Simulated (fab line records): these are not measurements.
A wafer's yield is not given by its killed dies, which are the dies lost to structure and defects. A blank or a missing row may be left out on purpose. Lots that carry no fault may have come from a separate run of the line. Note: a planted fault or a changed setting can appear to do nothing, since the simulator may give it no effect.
A lot that was struck, set against a sound lot + flow nand_harc + 13 out of 1159 route steps
Sound: wafers L468.1, L468.2, L468.3. Struck: wafers L473.2, L473.6 (left out: L473.1, a lot-mate that was not struck); the cause follows at the end.
Each step with rows lists, per side, the tool, then ch with its chambers, then its first start. Under that, the readings that differ: sound wafers + struck wafers + difference of the means + sigmas: that difference in standard deviations of wafers without a fault.
alike: words and numbers the same on both sides, and readings whose means are apart by under 2 such deviations; not compared: readings that were withheld, readings missing a value for some wafer, numbers with overlapping values and no deviation given by the record, and bounds like >300 which may hide the same value.
Wherever a step has rows on one side only, a row that says differs or no value, or a row with sigmas, the two part there. Non-overlapping numbers with no deviation appear without sigmas and do not part them. A reading missing from all wafers of one side parts the sides only when that side holds two or more wafers.

first, 3 steps without rows for these wafers: NHARC_A_STAIRCASE_PEB_215 (peb time 130 s); NHARC_A_STAIRCASE_DEVELOP_216 (time 140 s); NHARC_A_STAIRCASE_HARDBAKE_218 (time 140 s).
NHARC_A_STAIRCASE_DESCUM_219: chemistry O2, time 3 s.
  sound on rie_diel-13 ch 0,1,3, day 13 11:14; struck on rie_diel-13 ch 2, day 15 06:05
  alike: drypump_motor_current_A, oes_product_au, rf_vpp_V, showerhead_plenum_p_Torr, throttle_valve_pct
  not compared: rf_hours_counter_h
then, 1 step without rows for these wafers: NHARC_A_STAIRCASE_TRIM_220 (chemistry O2, time 211.2 s).
NHARC_A_STAIRCASE_ETCH_221: etches the open film in C4F8/O2, target depth 100 nm, time 40.5 s.
  sound on rie_diel-13 ch 0,2,3; struck on rie_diel-13 ch 2,3
  alike: bias_w, oes_product_au, rf_fwd_power_W, rf_vpp_V
  not compared: rf_hours_counter_h
then, 1 step without rows for these wafers: NHARC_A_STAIRCASE_TRIM_222 (chemistry O2, time 211.2 s).
NHARC_A_STAIRCASE_ETCH_223: etches the open film in C4F8/O2, target depth 100 nm, time 40.5 s.
  sound on rie_diel-13 ch 0,2,3; struck on rie_diel-13 ch 0,1
  alike: bias_w, oes_product_au, rf_fwd_power_W, rf_vpp_V
  not compared: rf_hours_counter_h
then, 1 step without rows for these wafers: NHARC_A_STAIRCASE_TRIM_224 (chemistry O2, time 211.2 s).
NHARC_A_STAIRCASE_ETCH_225: etches the open film in C4F8/O2, target depth 100 nm, time 40.5 s.
  sound on rie_diel-13 ch 0,1,2; struck on rie_diel-13 ch 3
  alike: bias_w, oes_product_au, rf_fwd_power_W, rf_vpp_V
  not compared: rf_hours_counter_h
NHARC_A_STAIRCASE_TRIM_226: chemistry O2, time 211.2 s.
  sound on rie_diel-13 ch 1,2,3; struck on rie_diel-13 ch 0,1
  alike: drypump_motor_current_A, oes_product_au, rf_vpp_V, showerhead_plenum_p_Torr, throttle_valve_pct
  not compared: rf_hours_counter_h
NHARC_A_STAIRCASE_ETCH_227: etches the open film in C4F8/O2, target depth 100 nm, time 40.5 s.
  sound on rie_diel-13 ch 0,1,2, day 13 12:20; struck on rie_diel-13 ch 2,3, day 15 07:07
| reading               | sound             | struck      | difference | sigmas |
|-----------------------|-------------------|-------------|------------|--------|
| oes_product_au (a.u.) | 0.942 0.926 0.931 | 1.091 1.099 | +0.162     | +18    |
  alike: bias_w, rf_fwd_power_W, rf_vpp_V
  not compared: rf_hours_counter_h
-- record jumps: 8 days between struck wafers' starts before vs after; left off in module A_STAIRCASE, resumes in module END, first step shown is number 1159 of the route --
NHARC_END_SORT_01:
  only the struck wafers appear in the record here, on prober-01 ch 0 at day 23 14:26; the sound ones have no rows

## WHERE THEY PART
Earliest at NHARC_A_STAIRCASE_ETCH_227; latest, in this record, at NHARC_END_SORT_01.

WHY: what had been put in by the simulator
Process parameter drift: rie_diel-13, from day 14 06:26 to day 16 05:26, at NHARC_A_STAIRCASE_ETCH_227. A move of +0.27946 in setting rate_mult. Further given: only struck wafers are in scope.
